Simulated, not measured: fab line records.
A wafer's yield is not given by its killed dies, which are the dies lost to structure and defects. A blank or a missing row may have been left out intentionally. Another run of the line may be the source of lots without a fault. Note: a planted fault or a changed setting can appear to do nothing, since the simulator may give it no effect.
The tool behind it: which one? -- flow n5Finfet -- Sampling: 24 lots, 72 wafers, 3 of 1938 route steps

== WHAT EACH GAUGE READ, for each wafer ==
N5_MOL_CONTACT_COAG_CD_MEAS_137: the cd target is 16 nm. Usual: cdNm 15.9 nm, standard deviation 0.34.
lot,measured,on,cdNm (nm),flag
L074,day 5 06:43,cdSem-01,16.0 15.9 15.5,
L075,day 5 11:19,cdSem-01,15.6 15.4 15.8,
L076,day 5 20:17,cdSem-03,16.0 16.3 15.7,
L077,day 6 00:12,cdSem-03,16.0 16.0 15.9,
L078,day 6 00:31,cdSem-03,15.4 16.4 15.4,
L079,day 6 08:20,cdSem-03,15.7 16.2 15.3,
L080,day 6 14:38,cdSem-02,15.5 15.7 15.7,
L081,day 6 22:04,cdSem-03,16.5 16.0 15.8,
L082,day 7 06:01,cdSem-01,16.2 15.4 15.6,
L083,day 7 12:50,cdSem-01,15.9 16.2 15.8,
L084,day 7 17:14,cdSem-03,15.9 16.2 16.3,
L086,day 8 00:27,cdSem-02,16.3 15.6 16.8,
L085,day 8 03:55,cdSem-03,15.5 16.0 16.0,
L087,day 8 13:13,cdSem-03,16.3 15.8 16.2,
L088,day 8 14:13,cdSem-02,16.6 16.5 15.6,
L089,day 8 22:38,cdSem-02,15.4 16.1 16.2,
L090,day 9 07:42,cdSem-01,16.0 16.0 15.9,
L091,day 9 11:12,cdSem-03,15.5 16.6 16.1,
L092,day 9 16:49,cdSem-03,16.1 16.8 16.3,
L093,day 9 22:43,cdSem-02,16.6 15.9 16.5,
L094,day 10 03:26,cdSem-01,16.0 15.6 15.9,
L095,day 10 11:37,cdSem-02,16.0 16.4 16.1,
L096,day 10 19:06,cdSem-03,16.0 16.3 15.7,
L097,day 10 22:38,cdSem-01,15.1 16.0 15.9,

== WHICH TOOL RAN EACH LOT (tool, then ch and the chambers of the sampled wafers, then the start) ==
lot,N5_MOL_CONTACT_COAG_ALD_27,N5_MOL_CONTACT_COAG_VIA_ETCH_46
L074,"aldSin-02 ch 0,3, day 5 01:30","rieDiel-01 ch 0,1,3, day 5 06:23"
L075,"aldSin-01 ch 0,1,3, day 5 07:07","rieDiel-01 ch 0,2,3, day 5 10:59"
L076,"aldSin-01 ch 0,1,3, day 5 16:25","rieDiel-04 ch 0,1, day 5 19:56"
L077,"aldSin-01 ch 0,1, day 5 20:10","rieDiel-01 ch 0,3, day 5 23:52"
L078,"aldSin-04 ch 1,2,3, day 5 20:28","rieDiel-02 ch 0,2,3, day 6 00:11"
L079,"aldSin-02 ch 0,2,3, day 6 04:02","rieDiel-02 ch 0,1,2, day 6 07:43"
L080,"aldSin-01 ch 0,1,3, day 6 10:02","rieDiel-01 ch 0,2, day 6 14:17"
L081,"aldSin-04 ch 0,1,3, day 6 18:16","rieDiel-04 ch 0,2,3, day 6 21:43"
L082,"aldSin-01 ch 0,3, day 7 02:17","rieDiel-04 ch 0,2, day 7 05:40"
L083,"aldSin-04 ch 2,3, day 7 08:53","rieDiel-04 ch 0,2,3, day 7 12:30"
L084,"aldSin-04 ch 0,1,2, day 7 13:22","rieDiel-04 ch 0,2,3, day 7 16:53"
L086,"aldSin-02 ch 0,1,3, day 7 20:39","rieDiel-04 ch 0,1,3, day 8 00:07"
L085,"aldSin-04 ch 0,1,3, day 8 00:07","rieDiel-02 ch 0,1,3, day 8 03:35"
L087,"aldSin-02 ch 1,2,3, day 8 07:07","rieDiel-02 ch 0,2,3, day 8 12:33"
L088,"aldSin-02 ch 0,3, day 8 08:54","rieDiel-01 ch 1,2,3, day 8 13:53"
L089,"aldSin-01 ch 0,3, day 8 18:08","rieDiel-01 ch 0,3, day 8 22:15"
L090,"aldSin-04 ch 0,1,2, day 9 04:47","rieDiel-02 ch 1,2,3, day 9 07:23"
L091,"aldSin-04 ch 0,2,3, day 9 07:16","rieDiel-01 ch 1,2,3, day 9 10:52"
L092,"aldSin-04 ch 1,2,3, day 9 13:08","rieDiel-04 ch 0,2,3, day 9 16:28"
L093,"aldSin-02 ch 0,2,3, day 9 18:22","rieDiel-02 ch 0,1,3, day 9 22:23"
L094,"aldSin-04 ch 0,3, day 9 22:39","rieDiel-02 ch 0,1,2, day 10 03:05"
L095,"aldSin-01 ch 0,1,3, day 10 07:50","rieDiel-01 ch 1,2,3, day 10 11:16"
L096,"aldSin-01 ch 0,1,2, day 10 14:30","rieDiel-01 ch 0,1,2, day 10 18:46"
L097,"aldSin-04 ch 0,2, day 10 18:25","rieDiel-02 ch 1,3, day 10 22:17"
- N5_MOL_CONTACT_COAG_ALD_27: deposits SiOC, target thk 17 nm, pulse time 1.5 s, time 2720 s.
- N5_MOL_CONTACT_COAG_VIA_ETCH_46: etches SiO2 in C4F6/O2, target depth 46 nm, overetch 9.2 nm, time 40 s.

== WHAT THE TOOLS THEMSELVES READ (means of the sampled wafers that have a number; where no wafer has one, the mark that the record gives instead) ==
N5_MOL_CONTACT_COAG_ALD_27. Usual: heaterPowerW 801 W, standard deviation 98; precursorPulseHeightRel 1.003, standard deviation 0.02.
lot,tool,heaterPowerW (W),precursorPulseHeightRel,flag
L074,aldSin-02,881,1.000,
L075,aldSin-01,714,0.990,
L076,aldSin-01,711,1.024,
L077,aldSin-01,712,0.994,
L078,aldSin-04,801,0.999,
L079,aldSin-02,822,1.012,
L080,aldSin-01,708,1.009,
L081,aldSin-04,833,1.004,
L082,aldSin-01,721,0.985,
L083,aldSin-04,764,1.002,
L084,aldSin-04,858,0.974,
L086,aldSin-02,796,0.994,
L085,aldSin-04,830,1.017,
L087,aldSin-02,731,1.015,
L088,aldSin-02,815,1.010,
L089,aldSin-01,723,1.005,
L090,aldSin-04,833,0.993,
L091,aldSin-04,821,0.987,
L092,aldSin-04,771,1.008,
L093,aldSin-02,820,1.030,
L094,aldSin-04,850,0.970,
L095,aldSin-01,724,1.012,
L096,aldSin-01,810,0.994,
L097,aldSin-04,898,1.008,

N5_MOL_CONTACT_COAG_VIA_ETCH_46. Usual: drypumpMotorCurrentA 5.9 A, standard deviation 0.38; oesProductAu 0.71 a.u., standard deviation 0.078; rfVppV 1587 V, standard deviation 26; showerheadPlenumPTorr 2.86 Torr, standard deviation 0.074; throttleValvePct 40.9 %, standard deviation 0.37.
lot,tool,drypumpMotorCurrentA (A),oesProductAu (a.u.),rfVppV (V),showerheadPlenumPTorr (Torr),throttleValvePct (%),flag
L074,rieDiel-01,5.8,0.66,1594,2.83,41.1,
L075,rieDiel-01,6.0,0.68,1608,2.83,41.0,
L076,rieDiel-04,6.3,0.80,1565,2.81,40.6,
L077,rieDiel-01,5.7,0.70,1601,2.82,41.3,
L078,rieDiel-02,5.8,0.69,1585,2.88,40.7,
L079,rieDiel-02,6.1,0.74,1566,2.87,40.7,
L080,rieDiel-01,6.1,0.65,1592,2.77,40.8,
L081,rieDiel-04,5.5,0.71,1579,2.88,40.8,
L082,rieDiel-04,5.7,0.76,1568,2.91,40.6,
L083,rieDiel-04,5.5,0.70,1578,2.87,40.9,
L084,rieDiel-04,5.5,0.69,1578,2.87,40.8,
L086,rieDiel-04,5.9,0.75,1573,2.82,40.7,
L085,rieDiel-02,5.9,0.69,1588,2.89,40.9,
L087,rieDiel-02,5.8,0.67,1584,2.87,40.7,
L088,rieDiel-01,6.0,0.80,1615,2.90,41.2,
L089,rieDiel-01,5.8,0.66,1586,2.74,41.1,
L090,rieDiel-02,6.0,0.70,1581,2.90,40.7,
L091,rieDiel-01,5.9,0.80,1613,2.89,41.2,
L092,rieDiel-04,5.5,0.67,1578,2.87,40.8,
L093,rieDiel-02,5.9,0.69,1588,2.88,40.9,
L094,rieDiel-02,6.1,0.71,1565,2.86,40.7,
L095,rieDiel-01,6.0,0.77,1613,2.89,41.2,
L096,rieDiel-01,6.1,0.74,1598,2.83,41.0,
L097,rieDiel-02,6.1,0.70,1586,2.91,40.9,

== THE ANSWER, worked out from the rows above alone ==
Rule: a lot counts as off when the mean over its wafers that have a number is more than 3 standard deviations away from the usual mean. A lot without any number at a reading at which 4 lots or more have one is off too. All remaining lots with rows at the step are treated as sound. The gauges are gone through in route order, then the tools' own readings, and for those a lot's mean is taken as printed above. The first step at which some lot is off is used, and at that step the reading that is off furthest; a lot without a number counts as furthest.
None of the lots is off at any reading shown; this tells nothing.

== WHAT HAD BEEN PUT IN BY THE SIMULATOR ==
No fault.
